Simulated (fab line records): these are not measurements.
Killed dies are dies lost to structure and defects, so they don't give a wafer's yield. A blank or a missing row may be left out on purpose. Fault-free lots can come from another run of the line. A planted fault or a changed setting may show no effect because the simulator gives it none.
Which of the tools did it? / flow n5 finfet / 8 lots, 24 wafers sampled, at 8 steps of a route of 1938

== WHAT THE GAUGES READ, wafer by wafer ==
N5_PMOS_HMC_CHANNEL_EPI_INSPECT_30: inspects for defects (darkfield). Usual: 18 for raw defect count, sd 6.5.
lot=L435; measured=day 2 03:02; on=defect inspect-02; raw defect count=26 28 10; flag=
lot=L445; measured=day 4 14:50; on=defect inspect-02; raw defect count=20 15 14; flag=
lot=L446; measured=day 4 20:40; on=defect inspect-01; raw defect count=10 6 19; flag=
lot=L447; measured=day 5 02:39; on=defect inspect-02; raw defect count=1007 1002 1015; flag=OFF
lot=L448; measured=day 5 08:52; on=defect inspect-02; raw defect count=987 973 990; flag=OFF
lot=L454; measured=day 6 22:10; on=defect inspect-01; raw defect count=20 14 20; flag=
lot=L455; measured=day 7 04:00; on=defect inspect-01; raw defect count=14 10 10; flag=
lot=L457; measured=day 7 16:40; on=defect inspect-01; raw defect count=20 34 38; flag=

N5_FIN_SAQP_THK_MEAS_05. Usual: 38.2 nm for thk nm, sd 0.48.
lot=L435; measured=day 2 03:40; on=film metro-01; thk nm (nm)=37.6 38.0 37.8; flag=
lot=L445; measured=day 4 15:34; on=film metro-01; thk nm (nm)=37.6 38.2 38.3; flag=
lot=L446; measured=day 4 23:31; on=film metro-02; thk nm (nm)=38.0 38.2 38.4; flag=
lot=L447; measured=day 5 04:19; on=film metro-02; thk nm (nm)=37.7 37.6 38.6; flag=
lot=L448; measured=day 5 09:31; on=film metro-01; thk nm (nm)=37.2 38.6 38.4; flag=
lot=L454; measured=day 6 22:53; on=film metro-01; thk nm (nm)=37.9 37.6 38.2; flag=
lot=L455; measured=day 7 04:38; on=film metro-02; thk nm (nm)=37.2 37.4 38.1; flag=
lot=L457; measured=day 7 17:17; on=film metro-01; thk nm (nm)=38.3 38.7 39.1; flag=

N5_FIN_SAQP_INSPECT_18: inspects for defects (brightfield). Usual: 438 for raw defect count, sd 130.
lot=L435; measured=day 2 04:27; on=defect inspect-02; raw defect count=374 462 394; flag=
lot=L445; measured=day 4 16:19; on=defect inspect-02; raw defect count=401 464 328; flag=
lot=L446; measured=day 5 00:18; on=defect inspect-01; raw defect count=714 558 619; flag=
lot=L447; measured=day 5 05:04; on=defect inspect-01; raw defect count=1368 1505 1334; flag=OFF
lot=L448; measured=day 5 10:17; on=defect inspect-02; raw defect count=1453 1265 1406; flag=OFF
lot=L454; measured=day 6 23:38; on=defect inspect-01; raw defect count=369 358 324; flag=
lot=L455; measured=day 7 05:23; on=defect inspect-02; raw defect count=300 220 402; flag=
lot=L457; measured=day 7 18:03; on=defect inspect-02; raw defect count=471 463 344; flag=

N5_FIN_SAQP_INSPECT_40: inspects for defects (brightfield). Usual: 226 for raw defect count, sd 66.
lot=L435; measured=day 2 09:01; on=defect inspect-01; raw defect count=142 211 211; flag=
lot=L445; measured=day 4 20:50; on=defect inspect-01; raw defect count=165 191 212; flag=
lot=L446; measured=day 5 06:29; on=defect inspect-02; raw defect count=295 244 163; flag=
lot=L447; measured=day 5 10:05; on=defect inspect-01; raw defect count=1229 1174 1281; flag=OFF
lot=L448; measured=day 5 14:34; on=defect inspect-02; raw defect count=1303 1200 1188; flag=OFF
lot=L454; measured=day 7 04:19; on=defect inspect-02; raw defect count=194 174 163; flag=
lot=L455; measured=day 7 10:55; on=defect inspect-02; raw defect count=151 132 135; flag=
lot=L457; measured=day 8 00:05; on=defect inspect-02; raw defect count=285 373 187; flag=

N5_BEOL_M4_RC_MEAS_101. Usual: DIBL_N 35.9 mV/V, standard deviation 1.3; DIBL_P 36.3 mV/V, standard deviation 1.5; IOFF_N 0.153 nA/um, standard deviation 0.023; IOFF_P 0.208 nA/um, standard deviation 0.028; ION_N 672 uA/um, standard deviation 9.7; ION_P 462 uA/um, standard deviation 6.6; SS_N 71.5 mV/dec, standard deviation 0.53; SS_P 73.3 mV/dec, standard deviation 0.59; VT_N 250.4 mV, standard deviation 2.7; VT_P -250.5 mV, standard deviation 3.
lot=L435; measured=day 8 15:58; on=prober-01; DIBL_N (mV/V)=35.9 37.1 37.2; DIBL_P (mV/V)=35.8 37.6 37.0; IOFF_N (nA/um)=0.154 0.182 0.181; IOFF_P (nA/um)=0.189 0.213 0.215; ION_N (uA/um)=673 677 684; ION_P (uA/um)=457 457 465; SS_N (mV/dec)=71.3 71.6 72.2; SS_P (mV/dec)=73.1 73.7 74.0; VT_N (mV)=251.8 251.6 248.6; VT_P (mV)=-254.4 -250.9 -250.2; flag=
lot=L445; measured=day 11 03:49; on=prober-01; DIBL_N (mV/V)=35.8 34.1 34.7; DIBL_P (mV/V)=35.2 32.7 34.5; IOFF_N (nA/um)=0.141 0.116 0.120; IOFF_P (nA/um)=0.200 0.167 0.191; ION_N (uA/um)=670 649 654; ION_P (uA/um)=462 450 464; SS_N (mV/dec)=71.3 70.6 70.8; SS_P (mV/dec)=73.0 72.7 73.3; VT_N (mV)=252.4 257.0 253.8; VT_P (mV)=-250.8 -254.7 -251.3; flag=
lot=L446; measured=day 11 11:40; on=prober-02; DIBL_N (mV/V)=36.8 34.5 35.1; DIBL_P (mV/V)=35.5 33.3 33.3; IOFF_N (nA/um)=0.161 0.123 0.129; IOFF_P (nA/um)=0.211 0.178 0.176; ION_N (uA/um)=677 660 659; ION_P (uA/um)=454 452 454; SS_N (mV/dec)=71.4 71.1 71.6; SS_P (mV/dec)=74.0 72.7 73.3; VT_N (mV)=253.2 253.4 254.8; VT_P (mV)=-251.8 -253.1 -253.2; flag=
lot=L447; measured=day 12 10:47; on=prober-02; DIBL_N (mV/V)=34.4 36.0 37.2; DIBL_P (mV/V)=34.2 36.0 37.4; IOFF_N (nA/um)=0.117 0.137 0.153; IOFF_P (nA/um)=0.164 0.192 0.211; ION_N (uA/um)=656 656 666; ION_P (uA/um)=447 452 456; SS_N (mV/dec)=70.8 71.7 71.6; SS_P (mV/dec)=72.5 72.9 73.3; VT_N (mV)=253.0 252.0 251.0; VT_P (mV)=-251.7 -252.3 -252.4; flag=
lot=L448; measured=day 12 04:38; on=prober-02; DIBL_N (mV/V)=36.0 37.6 36.6; DIBL_P (mV/V)=36.8 37.8 36.5; IOFF_N (nA/um)=0.177 0.198 0.174; IOFF_P (nA/um)=0.237 0.244 0.235; ION_N (uA/um)=687 664 676; ION_P (uA/um)=471 460 465; SS_N (mV/dec)=71.6 72.9 71.9; SS_P (mV/dec)=73.8 74.2 73.4; VT_N (mV)=243.4 246.2 246.1; VT_P (mV)=-248.4 -247.6 -246.4; flag=
lot=L454; measured=day 13 21:12; on=prober-01; DIBL_N (mV/V)=35.8 32.8 34.9; DIBL_P (mV/V)=38.0 34.6 37.1; IOFF_N (nA/um)=0.168 0.121 0.152; IOFF_P (nA/um)=0.216 0.176 0.203; ION_N (uA/um)=673 669 685; ION_P (uA/um)=462 460 474; SS_N (mV/dec)=71.5 71.3 71.5; SS_P (mV/dec)=73.4 72.8 73.5; VT_N (mV)=249.3 251.3 252.4; VT_P (mV)=-252.6 -253.5 -249.4; flag=
lot=L455; measured=day 14 01:19; on=prober-02; DIBL_N (mV/V)=37.1 36.4 36.6; DIBL_P (mV/V)=38.5 37.5 37.4; IOFF_N (nA/um)=0.190 0.170 0.165; IOFF_P (nA/um)=0.239 0.215 0.209; ION_N (uA/um)=690 691 679; ION_P (uA/um)=472 468 462; SS_N (mV/dec)=71.4 71.4 71.7; SS_P (mV/dec)=74.4 74.6 73.0; VT_N (mV)=247.0 248.6 249.0; VT_P (mV)=-248.6 -250.0 -248.8; flag=
lot=L457; measured=day 15 00:24; on=prober-02; DIBL_N (mV/V)=35.8 35.0 35.3; DIBL_P (mV/V)=35.8 34.7 34.6; IOFF_N (nA/um)=0.145 0.134 0.136; IOFF_P (nA/um)=0.211 0.189 0.192; ION_N (uA/um)=689 679 672; ION_P (uA/um)=473 469 462; SS_N (mV/dec)=70.6 70.9 70.7; SS_P (mV/dec)=72.9 72.8 73.1; VT_N (mV)=248.5 250.8 250.5; VT_P (mV)=-249.6 -249.5 -249.6; flag=

== EACH LOT AND THE TOOL THAT RAN IT (in order: tool; ch and the chambers of the sampled wafers; start) ==
lot=L435; N5_PMOS_HMC_CHANNEL_EPI_HM_OPEN_15=rie diel-02 ch 0,1,3, day 1 23:48; N5_PMOS_HMC_CHANNEL_EPI_PRECLEAN_24=wet bench-06 ch 3,4,7, day 2 02:31; N5_FIN_SAQP_PECVD_48=pecvd-01 ch 0,1, day 2 03:45
lot=L445; N5_PMOS_HMC_CHANNEL_EPI_HM_OPEN_15=rie diel-04 ch 0,2,3, day 4 12:05; N5_PMOS_HMC_CHANNEL_EPI_PRECLEAN_24=wet bench-06 ch 0,3,7, day 4 14:19; N5_FIN_SAQP_PECVD_48=pecvd-01 ch 0,1, day 4 15:39
lot=L446; N5_PMOS_HMC_CHANNEL_EPI_HM_OPEN_15=rie diel-04 ch 2,3, day 4 17:55; N5_PMOS_HMC_CHANNEL_EPI_PRECLEAN_24=wet bench-06 ch 3,5,6, day 4 20:08; N5_FIN_SAQP_PECVD_48=pecvd-04 ch 0,1,2, day 4 23:37
lot=L447; N5_PMOS_HMC_CHANNEL_EPI_HM_OPEN_15=rie diel-01 ch 0,3, day 4 23:29; N5_PMOS_HMC_CHANNEL_EPI_PRECLEAN_24=wet bench-06 ch 1,4,7, day 5 02:07; N5_FIN_SAQP_PECVD_48=pecvd-01 ch 0,1,2, day 5 04:23
lot=L448; N5_PMOS_HMC_CHANNEL_EPI_HM_OPEN_15=rie diel-02 ch 0,2, day 5 05:46; N5_PMOS_HMC_CHANNEL_EPI_PRECLEAN_24=wet bench-06 ch 0,5,6, day 5 08:27; N5_FIN_SAQP_PECVD_48=pecvd-02 ch 0,1, day 5 09:35
lot=L454; N5_PMOS_HMC_CHANNEL_EPI_HM_OPEN_15=rie diel-01 ch 1,2,3, day 6 18:27; N5_PMOS_HMC_CHANNEL_EPI_PRECLEAN_24=wet bench-03 ch 0,6,7, day 6 21:38; N5_FIN_SAQP_PECVD_48=pecvd-02 ch 0,1,2, day 6 22:58
lot=L455; N5_PMOS_HMC_CHANNEL_EPI_HM_OPEN_15=rie diel-02 ch 1,2,3, day 7 00:50; N5_PMOS_HMC_CHANNEL_EPI_PRECLEAN_24=wet bench-01 ch 0,4,5, day 7 03:28; N5_FIN_SAQP_PECVD_48=pecvd-02 ch 0,1,2, day 7 04:42
lot=L457; N5_PMOS_HMC_CHANNEL_EPI_HM_OPEN_15=rie diel-01 ch 1,3, day 7 13:52; N5_PMOS_HMC_CHANNEL_EPI_PRECLEAN_24=wet bench-01 ch 0,5,6, day 7 16:08; N5_FIN_SAQP_PECVD_48=pecvd-04 ch 0,2, day 7 17:22
- N5_PMOS_HMC_CHANNEL_EPI_HM_OPEN_15: chemistry CHF3/O2, target SiO2, target depth 40.6 nm, time 20.3 s.
- N5_PMOS_HMC_CHANNEL_EPI_PRECLEAN_24: cleans in DHF, time 30 s.
- N5_FIN_SAQP_PECVD_48: deposits SiNx from SiH4/NH3/N2, target thk 25 nm, time 22.1 s.

== AS READ BY THE TOOLS THEMSELVES (means over the sampled wafers that have a number; for cases with no such wafer, the mark the record gives instead) ==
N5_PMOS_HMC_CHANNEL_EPI_HM_OPEN_15. Usual: O2_flow_sccm 5.001 sccm, standard deviation 0.014; chamber pressure mTorr 30.001 mTorr, standard deviation 0.027; drypump motor current A 5.60 A, standard deviation 0.29; oes product au 0.78 a.u., standard deviation 0.09; rf vpp V 522 V, standard deviation 4.3; showerhead plenum p Torr 2.41 Torr, standard deviation 0.069; throttle valve pct 18.83 %, standard deviation 0.27.
lot=L435; tool=rie diel-02; O2_flow_sccm (sccm)=5.005; chamber pressure mTorr (mTorr)=29.972; drypump motor current A (A)=5.80; oes product au (a.u.)=0.73; rf vpp V (V)=520; showerhead plenum p Torr (Torr)=2.44; throttle valve pct (%)=18.98; flag=
lot=L445; tool=rie diel-04; O2_flow_sccm (sccm)=5.010; chamber pressure mTorr (mTorr)=29.980; drypump motor current A (A)=5.18; oes product au (a.u.)=0.74; rf vpp V (V)=522; showerhead plenum p Torr (Torr)=2.43; throttle valve pct (%)=18.83; flag=
lot=L446; tool=rie diel-04; O2_flow_sccm (sccm)=5.000; chamber pressure mTorr (mTorr)=30.018; drypump motor current A (A)=5.39; oes product au (a.u.)=0.74; rf vpp V (V)=522; showerhead plenum p Torr (Torr)=2.43; throttle valve pct (%)=18.83; flag=
lot=L447; tool=rie diel-01; O2_flow_sccm (sccm)=4.998; chamber pressure mTorr (mTorr)=29.998; drypump motor current A (A)=5.69; oes product au (a.u.)=0.81; rf vpp V (V)=519; showerhead plenum p Torr (Torr)=2.43; throttle valve pct (%)=18.61; flag=
lot=L448; tool=rie diel-02; O2_flow_sccm (sccm)=4.995; chamber pressure mTorr (mTorr)=30.007; drypump motor current A (A)=5.90; oes product au (a.u.)=0.74; rf vpp V (V)=522; showerhead plenum p Torr (Torr)=2.44; throttle valve pct (%)=18.96; flag=
lot=L454; tool=rie diel-01; O2_flow_sccm (sccm)=4.998; chamber pressure mTorr (mTorr)=29.993; drypump motor current A (A)=5.47; oes product au (a.u.)=0.77; rf vpp V (V)=525; showerhead plenum p Torr (Torr)=2.38; throttle valve pct (%)=18.91; flag=
lot=L455; tool=rie diel-02; O2_flow_sccm (sccm)=5.012; chamber pressure mTorr (mTorr)=30.018; drypump motor current A (A)=5.87; oes product au (a.u.)=0.83; rf vpp V (V)=523; showerhead plenum p Torr (Torr)=2.46; throttle valve pct (%)=18.85; flag=
lot=L457; tool=rie diel-01; O2_flow_sccm (sccm)=4.998; chamber pressure mTorr (mTorr)=29.984; drypump motor current A (A)=5.45; oes product au (a.u.)=0.69; rf vpp V (V)=526; showerhead plenum p Torr (Torr)=2.39; throttle valve pct (%)=19.08; flag=

N5_FIN_SAQP_PECVD_48. Usual: chamber pressure Torr 1.500 Torr, standard deviation 0.0033; heater power w 781 W, standard deviation 110; showerhead plenum p Torr 5.10 Torr, standard deviation 0.063; throttle valve pct 39.2 %, standard deviation 1.5.
lot=L435; tool=pecvd-01; chamber pressure Torr (Torr)=1.495; heater power w (W)=822; showerhead plenum p Torr (Torr)=5.09; throttle valve pct (%)=39.6; flag=
lot=L445; tool=pecvd-01; chamber pressure Torr (Torr)=1.498; heater power w (W)=819; showerhead plenum p Torr (Torr)=5.09; throttle valve pct (%)=40.1; flag=
lot=L446; tool=pecvd-04; chamber pressure Torr (Torr)=1.499; heater power w (W)=748; showerhead plenum p Torr (Torr)=5.09; throttle valve pct (%)=38.4; flag=
lot=L447; tool=pecvd-01; chamber pressure Torr (Torr)=1.502; heater power w (W)=810; showerhead plenum p Torr (Torr)=5.09; throttle valve pct (%)=39.3; flag=
lot=L448; tool=pecvd-02; chamber pressure Torr (Torr)=1.497; heater power w (W)=845; showerhead plenum p Torr (Torr)=5.17; throttle valve pct (%)=40.5; flag=
lot=L454; tool=pecvd-02; chamber pressure Torr (Torr)=1.500; heater power w (W)=774; showerhead plenum p Torr (Torr)=5.11; throttle valve pct (%)=39.9; flag=
lot=L455; tool=pecvd-02; chamber pressure Torr (Torr)=1.502; heater power w (W)=730; showerhead plenum p Torr (Torr)=5.11; throttle valve pct (%)=39.9; flag=
lot=L457; tool=pecvd-04; chamber pressure Torr (Torr)=1.500; heater power w (W)=720; showerhead plenum p Torr (Torr)=5.07; throttle valve pct (%)=39.0; flag=

== THE ANSWER, worked out from the rows above alone ==
Rule: a lot counts as off when the mean over its wafers that have a number is more than 3 standard deviations away from the usual mean. Also off: a lot with no number at a reading for which 4 or more lots have one. The other lots that the step has rows for count as sound. After the gauges, taken in route order, come the tools' own readings; for these a lot's mean is taken, as printed above. At the first step where some lot is off, the reading lying furthest off is the one used; lots without a number count as furthest.
Off: L447, L448, at N5_PMOS_HMC_CHANNEL_EPI_INSPECT_30 (raw defect count).
If a tool, at a process step before that reading, ran all the lots that are off and no sound lot after the first of them, it fits. Those tools and the gauges at N5_PMOS_HMC_CHANNEL_EPI_INSPECT_30 are tried in the same way. 2 tools fit, wet bench-06 at N5_PMOS_HMC_CHANNEL_EPI_PRECLEAN_24 and defect inspect-02 at N5_PMOS_HMC_CHANNEL_EPI_INSPECT_30, so this cannot tell which one it is.

== WHAT HAD BEEN PUT IN BY THE SIMULATOR ==
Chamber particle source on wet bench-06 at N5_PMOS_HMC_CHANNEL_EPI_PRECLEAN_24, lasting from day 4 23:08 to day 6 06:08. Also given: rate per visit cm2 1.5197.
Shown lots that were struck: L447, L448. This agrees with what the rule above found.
